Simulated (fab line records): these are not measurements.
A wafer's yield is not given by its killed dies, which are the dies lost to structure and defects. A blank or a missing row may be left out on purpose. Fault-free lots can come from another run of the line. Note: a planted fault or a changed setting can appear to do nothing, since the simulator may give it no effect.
Which tool did it? -- flow nand_harc -- 11 lots, 33 wafers sampled, at 2 steps of a route of 1302

== WHAT EACH GAUGE READ, for each wafer ==
NHARC_P_STI_CD_MEAS_09: the cd target is 200 nm.
lot,measured,on,cd_nm (nm)
L313,day 3 08:12,cd_sem-03,199.7 197.9 197.7
L316,day 4 14:45,cd_sem-01,197.5 197.4 198.1
L318,day 5 15:57,cd_sem-02,194.5 193.9 195.1
L319,day 5 20:55,cd_sem-02,198.9 199.2 198.0
L320,day 6 03:43,cd_sem-03,199.8 199.9 196.1
L322,day 6 22:25,cd_sem-03,200.6 197.7 198.1
L326,day 8 16:10,cd_sem-01,212.5 213.7 212.7
L327,day 9 02:18,cd_sem-02,199.2 197.7 195.9
L328,day 9 09:50,cd_sem-01,199.0 196.8 192.7
L332,day 11 07:58,cd_sem-02,196.0 196.5 197.0
L335,day 12 05:07,cd_sem-01,196.7 197.2 197.4

== WHICH TOOL RAN EACH LOT (tool, then ch and the chambers of the sampled wafers, then the start) ==
lot,NHARC_P_STI_EXPOSE_06
L313,"krf_scanner-01 ch 0, day 3 08:03"
L316,"krf_scanner-02 ch 0, day 4 14:36"
L318,"krf_scanner-01 ch 0, day 5 15:48"
L319,"krf_scanner-03 ch 0, day 5 20:46"
L320,"krf_scanner-02 ch 0, day 6 03:33"
L322,"krf_scanner-02 ch 0, day 6 22:17"
L326,"krf_scanner-02 ch 0, day 8 16:01"
L327,"krf_scanner-02 ch 0, day 9 02:09"
L328,"krf_scanner-02 ch 0, day 9 09:41"
L332,"krf_scanner-03 ch 0, day 11 07:49"
L335,"krf_scanner-01 ch 0, day 12 04:58"
- NHARC_P_STI_EXPOSE_06: exposes mask P STI, target cd 200 nm.

== THE ANSWER, worked out from the rows above alone ==
Rule: usual is defined by the lots themselves. Put in order of their means at a reading, lots are off if they are a third of the lots or fewer, leave a main group of 4 or more, and stand apart from it by a gap of 3 or more times the standard deviation of the main group's means; of several such gaps the widest counts. A main group whose means are all the same, to the digits that the tables above print for the reading, isn't used. A lot without any number at a reading at which 4 lots or more have one is off too. Any other lot the step has rows for is counted as sound.
Off: L326, at NHARC_P_STI_CD_MEAS_09 (cd_nm). For the main group the mean is 197.4 nm and the standard deviation 1.3.
If a tool, at a process step before that reading, ran all the lots that are off and no sound lot after the first of them, it fits. The gauges at NHARC_P_STI_CD_MEAS_09 are tried like those tools. No candidate that was tried fits.

== WHAT HAD BEEN PUT IN BY THE SIMULATOR ==
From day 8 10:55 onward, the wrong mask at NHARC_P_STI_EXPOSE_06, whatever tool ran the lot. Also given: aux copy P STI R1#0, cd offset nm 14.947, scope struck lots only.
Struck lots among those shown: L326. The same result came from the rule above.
